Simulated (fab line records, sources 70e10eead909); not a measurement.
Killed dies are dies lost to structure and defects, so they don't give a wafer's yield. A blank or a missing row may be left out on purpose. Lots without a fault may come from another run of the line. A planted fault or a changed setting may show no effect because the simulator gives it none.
fab line records | flow nand_harc
record lots=12 wafers=36 last_day=33
route steps=1302 shown A_CHANNEL_HOLE_D1@471 END@1302
lots that met no fault: from a run of the same line without faults
start_h: hours from the record's first day to the start of the lot's first wafer shown | wait_h: hours since the lot's step before | " the same as in the row above | L1.1+2: a row that stands for several wafers | - no value, or no start given | * or withheld: withheld | < > ~ a bound
route shown NAME@n: a module of which the file shows steps, and the number in the route of the first | usual: mean/standard deviation of fault-free wafers | same: alike in all rows | chamber/n: place in a boat | sites: the reading at each site | _std_site: their standard deviation | _edge_site: outer sites' mean less inner sites' | radius_mm: how far each site lies from the wafer's centre | mask NAME#n: copy n | behind: the tool/chamber that last shaped the wafer | hold: why the lot was held/for how many hours/how that ended | device: the transistor (n, p or np) that didn't switch | end of line: the same wafers' tests at the end of the route | a step without rows: its recipe alone | killed: dies lost to structure and defects at the first sort, not the wafer's yield | map: a wafer's dies, x killed, . not, _ none there
set.NAME: the setting as run; set.NAME@STEP: as run at that earlier step | model.NAME: the simulator's own value behind a step, which no gauge read
steps of the route over a sample of lots; a table a step, a row a wafer
services: from which hour (start_h, from the record's first day; less than 0 if before it) a tool's chamber was out of use, for how many hours, and why
## steps
# step NHARC_A_CHANNEL_HOLE_D1_ETCH_19
# recipe bias_v=1200 source_w=2500 pressure_mtorr=15 time_s=34.5 ar_flow_sccm=375 c4f8_flow_sccm=28.8 o2_flow_sccm=96.2 temp_c=-20 target_depth_a=* chemistry=C4F8/O2/Ar
# usual drypump_motor_current_A=5.8/0.39 showerhead_plenum_p_Torr=3.68/0.095 throttle_valve_pct=37.038/0.0081
# columns lot.wafer tool chamber start_h wait_h drypump_motor_current_A rf_hours_counter_h showerhead_plenum_p_Torr throttle_valve_pct
L748.2 har_etch-01 0 183.98 0.1 6.2 84 3.59 37.040
L748.4 " 0 " " 6.2 - 3.59 37.041
L748.3 " 1 " " 6.0 - 3.70 37.044
L750.1 har_etch-01 0 197.68 0.1 6.2 92 3.59 37.039
L750.3 " 0 " " 6.2 - 3.59 37.036
L750.5 " 0 " " 6.2 - 3.59 37.028
L754.2 har_etch-01 0 235.20 0.1 6.2 115 3.58 37.031
L754.4 " 0 " " 6.2 - 3.58 37.031
L754.5 " 1 " " 6.0 - 3.69 37.029
L757.2 har_etch-01 1 273.07 0.1 6.0 138 3.67 37.031
L757.4 " 0 " " 6.2 - 3.56 37.027
L757.5 " 1 " " 6.0 - 3.67 37.032
L760.1 har_etch-01 0 299.44 2.2 6.2 153 3.55 37.042
L760.2 " 1 " " 6.0 153 3.67 37.042
L760.4 " 0 " " 6.2 - 3.56 37.033
L763.3 har_etch-02 0 325.37 0.1 5.2 - 3.77 37.053
L763.5 " 1 " " 5.5 - 3.77 37.024
L763.6 " 0 " " 5.2 - 3.77 37.052
L761.1 har_etch-02 1 329.48 1.6 5.5 378 3.77 37.035
L761.3 " 1 " " 5.5 - 3.76 37.031
L761.6 " 0 " " 5.2 - 3.76 37.050
L766.2 har_etch-01 1 360.10 0.1 6.0 188 3.65 37.047
L766.4 " 1 " " 6.0 - 3.65 37.041
L766.6 " 1 " " 6.0 - 3.65 37.038
L767.3 har_etch-01 0 368.03 0.1 6.2 - 3.53 37.031
L767.5 " 0 " " 6.2 - 3.53 37.029
L767.6 " 1 " " 6.0 - 3.64 37.034
L769.1 har_etch-01 1 397.36 2.0 6.0 215 3.63 37.035
L769.3 " 0 " " 6.2 - 3.52 37.013
L769.5 " 1 " " 6.0 - 3.63 37.025
L768.1 har_etch-02 0 398.07 2.5 5.2 4 3.75 37.023
L768.4 " 1 " " 5.5 - 3.75 37.043
L768.3 " 0 " " 5.2 - 3.75 37.042
L771.2 har_etch-01 1 405.65 1.7 6.0 222 3.63 37.028
L771.3 " 1 " " 6.0 - 3.63 37.044
L771.4 " 0 " " 6.2 - 3.52 37.040
# step NHARC_A_CHANNEL_HOLE_D1_ETCH_22
# recipe bias_v=3000 source_w=withheld pressure_mtorr=20 time_s=666.7 ar_flow_sccm=375 c4f8_flow_sccm=89.3 o2_flow_sccm=35.7 temp_c=-20 target_depth_a=16000 chemistry=C4F8/O2/Ar
# usual drypump_motor_current_A=5.8/0.39 showerhead_plenum_p_Torr=3.64/0.091 throttle_valve_pct=32.156/0.0091
# columns lot.wafer tool chamber start_h wait_h drypump_motor_current_A rf_hours_counter_h showerhead_plenum_p_Torr throttle_valve_pct
L748.2 har_etch-01 0 184.84 0.4 6.2 85 3.56 32.141
L748.4 " 0 " " 6.2 - 3.56 32.148
L748.3 " 1 " " 6.0 - 3.66 32.160
L750.1 har_etch-01 0 198.54 0.4 6.2 93 3.55 32.155
L750.3 " 0 " " 6.2 - 3.55 32.160
L750.5 " 0 " " 6.2 - 3.55 32.139
L754.2 har_etch-01 0 236.14 0.4 6.2 116 3.54 32.155
L754.4 " 0 " " 6.2 - 3.54 32.149
L754.5 " 1 " " 6.0 - 3.65 32.165
L757.2 har_etch-01 1 273.94 0.4 6.0 139 3.63 32.173
L757.4 " 0 " " 6.2 - 3.53 32.175
L757.5 " 1 " " 6.0 - 3.63 32.156
L760.1 har_etch-01 0 300.31 0.4 6.2 154 3.52 32.166
L760.2 " 1 " " 6.0 154 3.63 32.144
L760.4 " 0 " " 6.2 - 3.52 32.162
L763.3 har_etch-02 0 326.47 0.4 5.2 - 3.72 32.153
L763.5 " 1 " " 5.5 - 3.72 32.159
L763.6 " 0 " " 5.2 - 3.72 32.155
L761.1 har_etch-02 1 330.34 0.4 5.5 378 3.72 32.163
L761.3 " 1 " " 5.5 - 3.72 32.149
L761.6 " 0 " " 5.2 - 3.72 32.154
L766.2 har_etch-01 1 360.96 0.4 6.0 189 3.61 32.150
L766.4 " 1 " " 6.0 - 3.61 32.164
L766.6 " 1 " " 6.0 - 3.61 32.159
L767.3 har_etch-01 0 369.05 0.4 6.2 - 3.50 32.161
L767.5 " 0 " " 6.2 - 3.50 32.158
L767.6 " 1 " " 6.0 - 3.61 32.145
L769.1 har_etch-01 1 398.29 0.4 6.0 215 3.59 32.170
L769.3 " 0 " " 6.2 - 3.49 32.147
L769.5 " 1 " " 6.0 - 3.59 32.154
L768.1 har_etch-02 0 399.01 0.4 5.2 4 3.70 32.161
L768.4 " 1 " " 5.5 - 3.70 32.162
L768.3 " 0 " " 5.2 - 3.70 32.173
L771.2 har_etch-01 1 406.52 0.4 6.0 223 3.59 32.184
L771.3 " 1 " " 6.0 - 3.59 32.158
L771.4 " 0 " " 6.2 - 3.48 32.144
# step NHARC_A_CHANNEL_HOLE_D1_ETCH_25
# recipe bias_v=5000 source_w=withheld pressure_mtorr=20 time_s=1040.2 ar_flow_sccm=375 c4f8_flow_sccm=93.8 o2_flow_sccm=31.2 temp_c=-20 target_depth_a=15000 chemistry=C4F8/O2/Ar
# usual drypump_motor_current_A=5.8/0.38 showerhead_plenum_p_Torr=3.63/0.091 throttle_valve_pct=32.235/0.0088
# columns lot.wafer tool chamber start_h wait_h drypump_motor_current_A rf_hours_counter_h showerhead_plenum_p_Torr throttle_valve_pct
L748.2 har_etch-01 0 186.86 0.6 6.2 87 3.55 32.236
L748.4 " 0 " " 6.2 - 3.55 32.234
L748.3 " 1 " " 6.0 - 3.66 32.247
L750.1 har_etch-01 0 200.58 0.6 6.2 95 3.55 32.251
L750.3 " 0 " " 6.2 - 3.55 32.228
L750.5 " 0 " " 6.2 - 3.55 32.238
L754.2 har_etch-01 0 238.24 0.7 6.2 118 3.53 32.247
L754.4 " 0 " " 6.2 - 3.53 32.236
L754.5 " 1 " " 6.0 - 3.64 32.224
L757.2 har_etch-01 1 275.97 0.6 6.0 141 3.63 32.236
L757.4 " 0 " " 6.2 - 3.52 32.230
L757.5 " 1 " " 6.0 - 3.63 32.236
L760.1 har_etch-01 0 302.33 0.6 6.2 156 3.51 32.246
L760.2 " 1 " " 6.0 156 3.62 32.237
L760.4 " 0 " " 6.2 - 3.51 32.246
L763.3 har_etch-02 0 328.65 0.7 5.2 - 3.72 32.238
L763.5 " 1 " " 5.6 - 3.72 32.232
L763.6 " 0 " " 5.2 - 3.72 32.224
L761.1 har_etch-02 1 332.37 0.6 5.5 380 3.72 32.242
L761.3 " 1 " " 5.5 - 3.72 32.227
L761.6 " 0 " " 5.2 - 3.71 32.233
L766.2 har_etch-01 1 363.00 0.6 6.0 191 3.60 32.234
L766.4 " 1 " " 6.0 - 3.60 32.232
L766.6 " 1 " " 6.0 - 3.60 32.243
L767.3 har_etch-01 0 371.19 0.7 6.2 - 3.49 32.239
L767.5 " 0 " " 6.2 - 3.49 32.237
L767.6 " 1 " " 6.0 - 3.60 32.249
L769.1 har_etch-01 1 400.38 0.7 6.0 217 3.59 32.233
L769.3 " 0 " " 6.2 - 3.48 32.237
L769.5 " 1 " " 6.0 - 3.59 32.229
L768.1 har_etch-02 0 401.09 0.7 5.2 7 3.70 32.244
L768.4 " 1 " " 5.5 - 3.70 32.227
L768.3 " 0 " " 5.2 - 3.70 32.225
L771.2 har_etch-01 1 408.54 0.6 6.0 225 3.58 32.212
L771.3 " 1 " " 6.0 - 3.58 32.227
L771.4 " 0 " " 6.2 - 3.48 32.219
# step NHARC_A_CHANNEL_HOLE_D1_XSEM_31
# recipe landing_energy_ev=35000
# usual bot_cd_nm=74.6/1.9 bow_nm=8.60/0.27 tilt_deg=0.07/0.04
# columns lot.wafer tool chamber start_h wait_h bot_cd_nm bow_nm tilt_deg
L748.2 xsem-01 0 189.56 0.1 76.0 9.15 0.11
L748.3 " 0 " " 73.4 9.05 0.11
L748.4 " 0 " " 74.3 9.08 0.11
L750.1 xsem-02 0 203.31 0.1 78.5 8.63 0.13
L750.3 " 0 " " 77.1 8.68 0.13
L750.5 " 0 " " 76.2 8.68 0.13
L754.2 xsem-02 0 240.81 0.1 74.5 8.12 0.14
L754.4 " 0 " " 74.9 8.09 0.14
L754.5 " 0 " " 76.9 8.11 0.14
L757.2 xsem-02 0 278.69 0.1 71.9 8.80 0.04
L757.4 " 0 " " 75.9 8.89 0.04
L757.5 " 0 " " 72.3 8.90 0.04
L760.1 xsem-01 0 305.04 0.1 75.6 8.84 0.10
L760.2 " 0 " " 75.3 9.02 0.10
L760.4 " 0 " " 76.6 8.86 0.10
L763.3 xsem-01 0 330.93 0.1 73.2 9.11 0.07
L763.5 " 0 " " 72.2 9.18 0.07
L763.6 " 0 " " 72.8 9.18 0.07
L761.1 xsem-01 0 335.09 0.1 71.4 8.42 0.05
L761.3 " 0 " " 72.9 8.38 0.05
L761.6 " 0 " " 72.2 8.38 0.05
L766.2 xsem-01 0 365.71 0.1 76.4 8.76 0.08
L766.4 " 0 " " 76.3 8.79 0.08
L766.6 " 0 " " 77.9 8.66 0.08
L767.3 xsem-02 0 373.61 0.1 78.3 8.39 0.10
L767.5 " 0 " " 75.4 8.40 0.11
L767.6 " 0 " " 79.1 8.42 0.11
L769.1 xsem-01 0 402.94 0.1 74.8 8.57 0.03
L769.3 " 0 " " 74.0 8.52 0.03
L769.5 " 0 " " 74.4 8.55 0.03
L768.1 xsem-02 0 404.46 0.1 74.9 8.50 0.07
L768.3 " 0 " " 74.2 8.44 0.07
L768.4 " 0 " " 75.2 8.45 0.07
L771.2 xsem-01 0 411.25 0.1 74.6 8.47 0.03
L771.3 " 0 " " 72.6 8.43 0.03
L771.4 " 0 " " 75.9 8.38 0.03
# step NHARC_A_CHANNEL_HOLE_D1_INSPECT_40
# usual raw_defect_count=74/29
# columns lot.wafer tool chamber start_h wait_h raw_defect_count
L748.2 defect_inspect-02 - 189.66 - 67
L748.3 " - " " 77
L748.4 " - " " 35
L750.1 defect_inspect-02 - 203.41 - 49
L750.3 " - " " 34
L750.5 " - " " 28
L754.2 defect_inspect-02 - 240.91 - 38
L754.4 " - " " 57
L754.5 " - " " 71
L757.2 defect_inspect-01 - 278.78 - 907
L757.4 " - " " 40
L757.5 " - " " 904
L760.1 defect_inspect-01 - 305.14 - 53
L760.2 " - " " 911
L760.4 " - " " 92
L763.3 defect_inspect-01 - 331.02 - 121
L763.5 " - " " 112
L763.6 " - " " 108
L761.1 defect_inspect-01 - 335.19 - 87
L761.3 " - " " 95
L761.6 " - " " 122
L766.2 defect_inspect-02 - 365.80 - 59
L766.4 " - " " 59
L766.6 " - " " 54
L767.3 defect_inspect-02 - 373.70 - 76
L767.5 " - " " 59
L767.6 " - " " 79
L769.1 defect_inspect-01 - 403.03 - 85
L769.3 " - " " 63
L769.5 " - " " 49
L768.1 defect_inspect-02 - 404.56 - 33
L768.3 " - " " 45
L768.4 " - " " 82
L771.2 defect_inspect-01 - 411.35 - 72
L771.3 " - " " 49
L771.4 " - " " 88
# step NHARC_END_SORT_01
# recipe temp_c=25
# usual killed_at_array=52/19 killed_at_other=0.9/1.3 killed_at_periphery=4/3.1 killed_dies=57/18 killed_open=3.2/1.7 killed_short=2.3/1.4
# same gross_dies=677
# columns lot.wafer tool chamber start_h wait_h killed_at_array killed_at_other killed_at_periphery killed_dies killed_open killed_short
L754.2 prober-01 0 626.69 2.8 54 2 1 57 5 3
L754.4 prober-01 0 628.28 3.4 45 1 2 48 3 3
L754.5 prober-01 0 629.08 3.7 52 0 2 54 4 3
L757.2 prober-01 0 655.10 2.8 126 0 3 129 2 2
L757.4 prober-01 0 656.68 3.4 50 0 3 53 2 3
L757.5 prober-01 0 657.47 3.7 124 1 2 127 3 5
L760.1 prober-02 0 672.42 2.5 17 0 4 21 3 3
L760.2 prober-02 0 673.21 2.8 112 0 1 113 1 4
L760.4 prober-02 0 674.81 3.4 21 0 3 24 3 2
L763.3 prober-01 0 696.74 3.1 41 0 8 49 4 1
L763.5 prober-01 0 698.33 3.7 51 0 7 58 2 8
L763.6 prober-01 0 699.13 4.0 50 0 15 65 6 3
L766.2 prober-02 0 739.00 2.8 57 0 2 59 2 2
L766.4 prober-02 0 740.60 3.4 52 0 0 52 4 2
L766.6 prober-02 0 742.20 4.0 44 0 2 46 3 2
L767.3 prober-01 0 763.04 3.1 29 1 4 34 3 3
L767.5 prober-01 0 764.65 3.7 65 2 1 68 3 1
L767.6 prober-01 0 765.45 4.0 49 0 7 56 3 1
# killed by level:class
L754.2 A_CHANNEL_HOLE_D2:chamber_film_flake=34 A_STAIRCASE:chamber_film_flake=4 A_ONON_D1:geometric_particle:short=2 A_SLIT:chamber_film_flake=2 THIN_TSV:chamber_film_flake=2 A_M0:chamber_film_flake=2 P_M2:geometric_particle:open=1 A_DECK1_JOINT:geometric_particle:short=1
L754.4 A_CHANNEL_HOLE_D2:chamber_film_flake=33 A_M0:chamber_film_flake=3 A_CONTACT:chamber_film_flake=2 P_M0:geometric_particle:open=1 A_ONON_D1:geometric_particle:open=1 A_DECK1_JOINT:geometric_particle:short=1 A_CHANNEL_FILL_D2:geometric_particle:open=1 A_WL_FILL:geometric_particle:short=1
L754.5 A_CHANNEL_HOLE_D2:chamber_film_flake=31 A_WL_FILL:chamber_film_flake=6 A_M0:geometric_particle:short=2 A_ZERO_WELL:chamber_film_flake=2 A_SLIT:chamber_film_flake=2 P_CONTACT:geometric_particle:open=1 A_ONON_D1:geometric_particle:open=1 A_ONON_D2:geometric_particle:open=1
L757.2 A_CHANNEL_HOLE_D1:unspecified=100 A_SLIT:chamber_film_flake=17 A_CONTACT:chamber_film_flake=3 P_CONTACT:chamber_film_flake=2 A_STAIRCASE:chamber_film_flake=2 P_M0:geometric_particle:open=1 A_SLIT:geometric_particle:short=1 A_WL_FILL:geometric_particle:short=1
L757.4 A_SLIT:chamber_film_flake=17 A_CHANNEL_HOLE_D2:chamber_film_flake=15 A_STAIRCASE:chamber_film_flake=8 A_DECK1_JOINT:chamber_film_flake=4 P_CONTACT:chamber_film_flake=3 A_ONON_D1:geometric_particle:open=1 A_ONON_D1:geometric_particle:short=1 A_ONON_D2:geometric_particle:open=1
L757.5 A_CHANNEL_HOLE_D1:unspecified=93 A_SLIT:chamber_film_flake=16 A_CHANNEL_HOLE_D2:chamber_film_flake=4 A_WL_FILL:geometric_particle:short=2 P_CONTACT:chamber_film_flake=2 A_STAIRCASE:chamber_film_flake=2 A_CHANNEL_HOLE_D1:geometric_particle:short=1 A_CHANNEL_HOLE_D1:geometric_particle:open=1
L760.1 P_STI:chamber_film_flake=3 A_WL_FILL:chamber_film_flake=3 A_ONON_D1:geometric_particle:short=2 A_STAIRCASE:chamber_film_flake=2 A_SLIT:chamber_film_flake=2 A_CONTACT:chamber_film_flake=2 A_CHANNEL_FILL_D1:geometric_particle:open=1 A_ONON_D2:geometric_particle:open=1
L760.2 A_CHANNEL_HOLE_D1:unspecified=98 A_CONTACT:chamber_film_flake=6 A_SLIT:chamber_film_flake=3 P_CONTACT:geometric_particle:short=1 A_ONON_D1:geometric_particle:short=1 A_CHANNEL_FILL_D1:geometric_particle:short=1 A_BLC:geometric_particle:short=1 A_BLC:geometric_particle:open=1
L760.4 A_CHANNEL_HOLE_D1:chamber_film_flake=6 A_CONTACT:chamber_film_flake=6 A_STAIRCASE:chamber_film_flake=3 P_GATE:chamber_film_flake=2 P_STI:geometric_particle:short=1 A_ONON_D1:geometric_particle:short=1 A_CHANNEL_FILL_D2:geometric_particle:open=1 A_CONTACT:geometric_particle:open=1
L763.3 A_CHANNEL_HOLE_D1:chamber_film_flake=29 P_GATE:chamber_film_flake=6 A_SLIT:chamber_film_flake=2 A_STAIRCASE:chamber_film_flake=2 A_M1:chamber_film_flake=2 P_M0:geometric_particle:open=1 A_ONON_D1:geometric_particle:open=1 A_ONON_D2:geometric_particle:open=1
L763.5 A_CHANNEL_HOLE_D1:chamber_film_flake=32 P_GATE:chamber_film_flake=5 A_STAIRCASE:chamber_film_flake=4 A_WL_FILL:geometric_particle:short=3 A_SLIT:chamber_film_flake=3 A_ONON_D1:geometric_particle:short=2 P_M0:geometric_particle:open=1 P_M2:geometric_particle:short=1
L763.6 A_CHANNEL_HOLE_D1:chamber_film_flake=33 P_GATE:chamber_film_flake=11 A_STAIRCASE:chamber_film_flake=4 A_SLIT:chamber_film_flake=4 P_GATE:geometric_particle:short=1 P_M0:geometric_particle:open=1 P_M1:geometric_particle:open=1 A_CHANNEL_HOLE_D1:geometric_particle:short=1
L766.2 A_SLIT:chamber_film_flake=31 A_CHANNEL_HOLE_D1:chamber_film_flake=10 A_CONTACT:chamber_film_flake=8 P_GATE:geometric_particle:open=1 P_M0:geometric_particle:short=1 A_CHANNEL_FILL_D1:geometric_particle:short=1 A_ONON_D2:geometric_particle:open=1 A_ZERO_WELL:chamber_film_flake=1
L766.4 A_SLIT:chamber_film_flake=17 A_CHANNEL_HOLE_D1:chamber_film_flake=13 A_CONTACT:chamber_film_flake=11 A_ZERO_WELL:chamber_film_flake=3 A_ONON_D1:geometric_particle:short=1 A_CHANNEL_FILL_D2:geometric_particle:open=1 A_SGD_CUT:geometric_particle:open=1 A_WL_FILL:geometric_particle:short=1
L766.6 A_SLIT:chamber_film_flake=14 A_CHANNEL_HOLE_D1:chamber_film_flake=12 A_CONTACT:chamber_film_flake=6 A_SGD_CUT:geometric_particle:open=2 P_STI:chamber_film_flake=2 A_CHANNEL_HOLE_D2:chamber_film_flake=2 A_CHANNEL_FILL_D2:chamber_film_flake=2 A_BLC:geometric_particle:short=1
L767.3 A_SLIT:chamber_film_flake=14 A_CONTACT:chamber_film_flake=6 A_ZERO_WELL:chamber_film_flake=2 A_CHANNEL_HOLE_D1:chamber_film_flake=2 P_GATE:geometric_particle:short=1 P_GATE:geometric_particle:open=1 P_CONTACT:geometric_particle:open=1 A_CHANNEL_FILL_D1:geometric_particle:short=1
L767.5 A_SLIT:chamber_film_flake=40 A_CONTACT:chamber_film_flake=7 A_ZERO_WELL:chamber_film_flake=4 A_CHANNEL_HOLE_D1:chamber_film_flake=4 A_BONDPAD:chamber_film_flake=3 A_CHANNEL_FILL_D1:chamber_film_flake=2 A_WL_FILL:chamber_film_flake=2 P_GATE:geometric_particle:open=1
L767.6 A_SLIT:chamber_film_flake=18 A_CHANNEL_HOLE_D1:chamber_film_flake=16 A_CONTACT:chamber_film_flake=6 A_STAIRCASE:chamber_film_flake=4 P_GATE:chamber_film_flake=3 P_GATE:geometric_particle:open=1 A_ONON_D1:geometric_particle:short=1 A_ONON_D1:geometric_particle:open=1
## services
# columns tool chamber start_h hours kind
xsem-01 - 374.00 14.0 pm
har_etch-02 - 377.23 17.0 pm
har_etch-02 0 377.23 17.0 vent_cycle
har_etch-02 1 377.23 17.0 vent_cycle
har_etch-02 0 394.23 - clean
har_etch-02 0 394.23 - consumable_replace:focus_ring
har_etch-02 1 394.23 - clean
har_etch-02 1 394.23 - consumable_replace:focus_ring
## key
first_sign step=NHARC_A_CHANNEL_HOLE_D1_INSPECT_40 reading=raw_defect_count direction=up sigmas=29 usual=74 struck=907
effect step=NHARC_END_SORT_01 reading=killed_at_array direction=up sigmas=3.6 usual=52 struck=121
more_kills_born_at NHARC_A_CHANNEL_HOLE_D1_ETCH_19@har_etch-01=254
met_at NHARC_A_CHANNEL_HOLE_D1_ETCH_19
struck_lots L757,L760
struck_wafers L757.2,L757.5,L760.2
tester_left_out L757,L760
not_acting_at NHARC_A_CHANNEL_HOLE_D1_ETCH_22,NHARC_A_CHANNEL_HOLE_D1_ETCH_25,NHARC_A_CHANNEL_HOLE_D1_XSEM_31
onset_between 235.20 273.07
fault kind=chamber_particle_source tool=har_etch-01 chamber=1 onset_h=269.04 steps=NHARC_A_CHANNEL_HOLE_D1_ETCH_19 rate_per_visit_cm2=1.2949 end_h=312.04
# tester_left_out: of these lots the tester's yield and bins aren't shown, on N5 and GAA mostly nor the transistor test; their killed dies are dies lost to structure and defects alone, not to doping, threshold or leakage, so they don't give the yield
